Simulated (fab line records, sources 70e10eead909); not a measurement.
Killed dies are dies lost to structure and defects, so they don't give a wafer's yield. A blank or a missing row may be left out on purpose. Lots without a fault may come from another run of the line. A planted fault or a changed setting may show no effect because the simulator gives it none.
Chamber matching | flow nand_harc | NHARC_A_BLC_ALD_23 on ald_metal-02: 4 sister chambers
The step deposits TiN, target thk 3 nm, pulse time 1 s, ald cycles 150. 8 wafers are shown with their chamber, then 11 later ones without.

WAFERS WITH THEIR CHAMBER
wafer  | chamber | heater_power_outer_w (W) | heater_power_w (W)
L083.2 | 3       | 706                      | 1116
L086.2 | 1       | 675                      | 1030
L086.3 | 0       | 742                      | 1132
L086.5 | 2       | 791                      | 1211
L087.2 | 1       | 676                      | 1015
L087.3 | 3       | 703                      | 1118
L087.5 | 2       | 803                      | 1235
L091.1 | 0       | 740                      | 1152

WAFERS WITHOUT THEIR CHAMBER
wafer  | heater_power_outer_w (W) | heater_power_w (W)
L091.5 | 707                      | 1099
L091.6 | 806                      | 1202
L089.2 | 654                      | 1023
L089.3 | 738                      | 1137
L089.5 | 737                      | 1136
L093.2 | 793                      | 1166
L093.3 | 718                      | 1121
L093.6 | 672                      | 1031
L096.1 | 666                      | 1031
L096.2 | 738                      | 1142
L096.3 | 695                      | 1081

WHICH CHAMBER EACH WENT THROUGH
wafer  | from the rows above | in truth
L091.5 | 3                   | 3
L091.6 | 2                   | 2
L089.2 | 1                   | 1
L089.3 | 0                   | 0
L089.5 | 0                   | 0
L093.2 | 2                   | 2
L093.3 | 3                   | 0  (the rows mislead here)
L093.6 | 1                   | 1
L096.1 | 1                   | 1
L096.2 | 0                   | 0
L096.3 | 3                   | 3
Placed correctly: 10 of 11. Can't be placed from these rows: 0. Placed wrongly: 1.
How it was worked out, from the rows above alone: a wafer's distance from a chamber is the root of the sum, over the readings, of the square of ((its reading less the chamber's mean) divided by the reading's scatter). The wafer belongs to the nearest chamber; if the next one is less than 2 further off, it can't be placed. A chamber's mean is the mean of its shown wafers. The scatter: the root of (the sum of the squares of (reading less its chamber's mean) over the shown wafers, divided by (wafers less chambers)).
